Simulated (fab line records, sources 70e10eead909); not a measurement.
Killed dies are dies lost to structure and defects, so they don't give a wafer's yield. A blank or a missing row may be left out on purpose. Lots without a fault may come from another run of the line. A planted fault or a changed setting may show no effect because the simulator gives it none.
Which tool did it? | flow nand_harc | 14 lots, 42 wafers sampled, at 3 steps of a route of 1302

WHAT THE GAUGES READ, wafer by wafer
NHARC_A_BLC_CD_MEAS_10: target cd 100 nm. Usual: cd_nm 100.1 nm, standard deviation 0.73.
lot  | measured     | on        | cd_nm (nm)        | flag
L778 | day 22 14:39 | cd_sem-01 | 99.4 101.4 99.3   |
L780 | day 23 07:17 | cd_sem-03 | 100.4 99.6 99.5   |
L782 | day 23 20:40 | cd_sem-01 | 100.2 100.6 100.5 |
L783 | day 24 21:17 | cd_sem-03 | 100.0 100.0 99.3  |
L785 | day 25 19:43 | cd_sem-03 | 100.4 99.6 100.8  |
L786 | day 25 19:56 | cd_sem-03 | 101.1 99.5 100.2  |
L788 | day 26 10:27 | cd_sem-01 | 98.9 99.9 100.2   |
L789 | day 26 11:47 | cd_sem-03 | 100.0 100.5 99.6  |
L793 | day 28 09:40 | cd_sem-03 | 100.9 100.0 100.9 |
L794 | day 29 14:55 | cd_sem-02 | 99.2 99.1 99.8    |
L796 | day 30 10:55 | cd_sem-02 | 119.2 119.7 118.4 | OFF
L798 | day 31 00:59 | cd_sem-01 | 101.7 101.0 101.0 |
L800 | day 31 15:56 | cd_sem-02 | 120.1 118.6 118.4 | OFF
L801 | day 32 06:11 | cd_sem-01 | 99.6 101.6 100.2  |

WHICH TOOL RAN EACH LOT (tool, then ch and the chambers of the sampled wafers, then the start)
lot  | NHARC_A_CONTACT_CVD_19                   | NHARC_A_BLC_PEB_08
L778 | cvd_w-01 ch 0,1, day 22 14:35 or earlier | litho_track-06 ch 0, day 22 14:35
L780 | cvd_w-02 ch 0,1, day 23 07:12 or earlier | litho_track-04 ch 0, day 23 07:12
L782 | cvd_w-02 ch 0,1, day 23 20:35 or earlier | litho_track-04 ch 0, day 23 20:35
L783 | cvd_w-01 ch 0,1, day 24 21:13 or earlier | litho_track-06 ch 0, day 24 21:13
L785 | cvd_w-02 ch 0,1, day 25 19:37 or earlier | litho_track-06 ch 0, day 25 19:37
L786 | cvd_w-01 ch 0,1, day 25 19:52 or earlier | litho_track-04 ch 0, day 25 19:52
L788 | cvd_w-02 ch 0,1, day 26 10:22 or earlier | litho_track-06 ch 0, day 26 10:22
L789 | cvd_w-01 ch 1, day 26 11:43 or earlier   | litho_track-06 ch 0, day 26 11:43
L793 | cvd_w-02 ch 0,1, day 28 09:35 or earlier | litho_track-06 ch 0, day 28 09:35
L794 | cvd_w-01 ch 0,1, day 29 14:50 or earlier | litho_track-06 ch 0, day 29 14:50
L796 | cvd_w-01 ch 0,1, day 30 10:50 or earlier | litho_track-04 ch 0, day 30 10:50
L798 | cvd_w-02 ch 0,1, day 31 00:54 or earlier | litho_track-01 ch 0, day 31 00:54
L800 | cvd_w-02 ch 0,1, day 31 15:52 or earlier | litho_track-04 ch 0, day 31 15:52
L801 | cvd_w-01 ch 0,1, day 32 06:06 or earlier | litho_track-01 ch 0, day 32 06:06
- NHARC_A_CONTACT_CVD_19: deposits W, target thk 300 nm, time 802 s.
- NHARC_A_BLC_PEB_08: peb time 65 s.

WHAT THE TOOLS THEMSELVES READ (means of the sampled wafers that have a number; where no wafer has one, the mark that the record gives instead)
NHARC_A_CONTACT_CVD_19. Usual: heater_power_w 440 W, standard deviation 38; throttle_valve_pct 8.11 %, standard deviation 0.17.
lot  | tool     | heater_power_w (W) | throttle_valve_pct (%) | flag
L778 | cvd_w-01 | 467                | 7.96                   |
L780 | cvd_w-02 | 466                | 8.11                   |
L782 | cvd_w-02 | 433                | 8.07                   |
L783 | cvd_w-01 | 443                | 8.03                   |
L785 | cvd_w-02 | 435                | 8.13                   |
L786 | cvd_w-01 | 444                | 8.14                   |
L788 | cvd_w-02 | 432                | 8.21                   |
L789 | cvd_w-01 | 414                | 8.26                   |
L793 | cvd_w-02 | 407                | 7.92                   |
L794 | cvd_w-01 | 446                | 8.05                   |
L796 | cvd_w-01 | 452                | 8.20                   |
L798 | cvd_w-02 | 407                | 8.34                   |
L800 | cvd_w-02 | 406                | 8.10                   |
L801 | cvd_w-01 | 459                | 7.80                   |

THE ANSWER, worked out from the rows above alone
Rule: a lot is off if the mean of its wafers that have a number lies more than 3 standard deviations from the usual mean. A lot without any number at a reading at which 4 lots or more have one is off too. The other lots that the step has rows for count as sound. The gauges are gone through in route order, then the tools' own readings, and for those a lot's mean is taken as printed above. The first step at which some lot is off is used, and at that step the reading that is off furthest; a lot without a number counts as furthest.
Off: L796, L800, at NHARC_A_BLC_CD_MEAS_10 (cd_nm).
A tool fits if, at a process step before that reading, it ran every lot that is off, and no sound lot after the first of them. The gauges at NHARC_A_BLC_CD_MEAS_10 are tried like those tools. NHARC_A_CONTACT_CVD_19 gives no start for some lots, so the hours and the order of its lots are those of NHARC_A_BLC_PEB_08. Can't be told from this: 2 tools fit, litho_track-04 at NHARC_A_BLC_PEB_08, cd_sem-02 at NHARC_A_BLC_CD_MEAS_10.

WHAT THE SIMULATOR HAD PUT IN
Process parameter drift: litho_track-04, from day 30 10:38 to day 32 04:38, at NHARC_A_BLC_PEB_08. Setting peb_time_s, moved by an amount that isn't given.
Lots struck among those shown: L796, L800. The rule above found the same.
